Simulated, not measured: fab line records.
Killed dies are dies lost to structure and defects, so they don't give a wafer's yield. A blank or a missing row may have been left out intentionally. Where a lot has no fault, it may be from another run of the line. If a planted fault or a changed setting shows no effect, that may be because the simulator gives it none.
Chamber matching	flow n5Finfet	4 sister chambers for N5_BEOL_M0_SAQP_DESCUM_19 on rieDiel-03
The step chemistry O2, time 7.9 s. 4 wafers are shown with their chamber, then 8 later ones without.

WAFERS PAIRED WITH THEIR CHAMBERS
wafer	chamber	showerheadPlenumPTorr (Torr)
L089.1	0	2.08
L089.4	2	2.05
L089.6	1	2.16
L090.1	3	2.02

WAFERS MISSING THEIR CHAMBER
wafer	showerheadPlenumPTorr (Torr)
L090.3	2.05
L090.6	2.02
L091.1	2.05
L091.2	2.08
L091.3	2.15
L096.1	2.15
L096.2	2.05
L096.3	2.02

WHICH CHAMBER EACH WENT THROUGH
wafer	from the rows above	in truth
L090.3	2	2
L090.6	3	3
L091.1	2	2
L091.2	0	0
L091.3	1	1
L096.1	1	1
L096.2	2	2
L096.3	3	3
8 of 8 placed correctly. Number that these rows cannot place: 0. Wrongly placed: 0.
How it was worked out, from the rows above alone: a wafer's distance from a chamber is the root of the sum, over the readings, of the square of ((its reading less the chamber's mean) divided by the reading's scatter). The wafer belongs to the nearest chamber; if the next one is less than 2 further off, it can't be placed. The mean given for a chamber averages the wafers shown for that chamber. The scatter: with one shown wafer a chamber, the root of the mean of the squares of how far each hidden wafer lies from its nearest shown one.
